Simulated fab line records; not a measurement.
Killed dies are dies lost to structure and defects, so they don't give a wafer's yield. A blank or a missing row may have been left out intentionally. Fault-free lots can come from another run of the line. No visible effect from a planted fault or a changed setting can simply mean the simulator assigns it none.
One fault through the eyes of 2 desks    flow n5-finfet    only its own numbers are on each desk; what lay behind them is given at the end

== THE METROLOGY DESK ==
Means of the sampled wafers that have a number, per lot and without regard to the tool the lot ran on: this is what the gauges read. If a lot's mean is further than 4 standard deviations from the usual mean, the lot is out of limits and carries the mark OUT (the distance appears in the brackets). It has 12 readings, of which 7 appear: the earliest out of limits, and the ones furthest out on some lot.
Columns: A = cd-nm at N5_DUMMY_GATE_CD_MEAS_50, usual 14.0 nm; B = cd-nm at N5_DUMMY_GATE_CD_MEAS_24, usual 15.0 nm; C = DIBL_P at N5_BEOL_M4_RC_MEAS_101, usual 37.0 mV/V; D = IOFF_P at N5_BEOL_M4_RC_MEAS_101, usual 0.23 nA/um; E = ION_P at N5_BEOL_M4_RC_MEAS_101, usual 466 uA/um; F = SS_P at N5_BEOL_M4_RC_MEAS_101, usual 73.5 mV/dec; G = VT_P at N5_BEOL_M4_RC_MEAS_101, usual -249 mV
lot   first seen here  A               B                C     D     E    F     G
L470  day 3 05:03      14.0            14.7             36.4  0.20  458  73.5  -253
L473  day 4 00:13      14.2            15.4             36.5  0.17  450  73.1  -256
L476  day 4 16:23      14.1            15.3             35.9  0.22  464  73.4  -248
L477  day 5 02:17      14.0            15.0             38.8  0.24  465  73.5  -251
L481  day 5 23:16      14.6            15.8             33.5  0.20  468  72.3  -250
L483  day 6 10:54      9.9 (-9.3) OUT  10.7 (-8.4) OUT  35.6  0.20  461  72.9  -252
L485  day 6 22:14      13.9            15.1             34.9  0.17  452  73.0  -254
L486  day 7 06:47      9.9 (-9.3) OUT  10.9 (-8.0) OUT  35.4  0.23  459  73.5  -248
This desk finds L483, L486 out of limits, L483 being first, at day 6 10:54 (cd-nm at N5_DUMMY_GATE_CD_MEAS_50). L470, L473, L476, L477, L481, L485 stayed within limits.

== TOOL OWNER'S DESK, rie-si-02 ==
The tool's own readings at N5_DUMMY_GATE_TRIM_49 (chemistry O2, time 29 s, target cd 14 nm): means of the sampled wafers that have a number, for each lot that ran on this tool. If a lot's mean is further than 4 standard deviations from the usual mean, the lot is out of limits and carries the mark OUT (the distance appears in the brackets).
Columns: A = drypump-motor-current-A at N5_DUMMY_GATE_TRIM_49, usual 5.6 A; B = he-backside-leak-sccm at N5_DUMMY_GATE_TRIM_49, usual 2.68 sccm; C = oes-product-au at N5_DUMMY_GATE_TRIM_49, usual 1.000 a.u.; D = throttle-valve-pct at N5_DUMMY_GATE_TRIM_49, usual 8.08 %
lot   first seen here  A    B     C                D
L476  day 4 16:14      5.6  2.70  1.006            8.02
L481  day 5 23:07      5.6  2.69  1.000            8.05
L483  day 6 10:45      5.7  2.56  1.288 (+14) OUT  8.04
L486  day 7 06:32      5.6  2.67  1.293 (+14) OUT  8.02
This desk finds L483, L486 out of limits, L483 being first, at day 6 10:45 (oes-product-au at N5_DUMMY_GATE_TRIM_49). L476, L481 stayed within limits.

== PUT TOGETHER ==
At day 6 10:45, on L483, L486, the tool owner's desk was in a position to raise an alarm.
On L483, L486, the metrology desk was in a position to raise an alarm at day 6 10:54.
All the named lots went through N5_DUMMY_GATE_TRIM_49 on rie-si-02.

== WHAT THE SIMULATOR HAD PUT IN ==
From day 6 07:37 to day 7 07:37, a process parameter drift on rie-si-02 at N5_DUMMY_GATE_TRIM_49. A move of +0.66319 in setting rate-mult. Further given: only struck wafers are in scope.
Lots struck among those shown: L483, L486.
Hours from the fault's start to each desk's first reading out of limits: the tool owner's desk, 3; the metrology desk, 3.
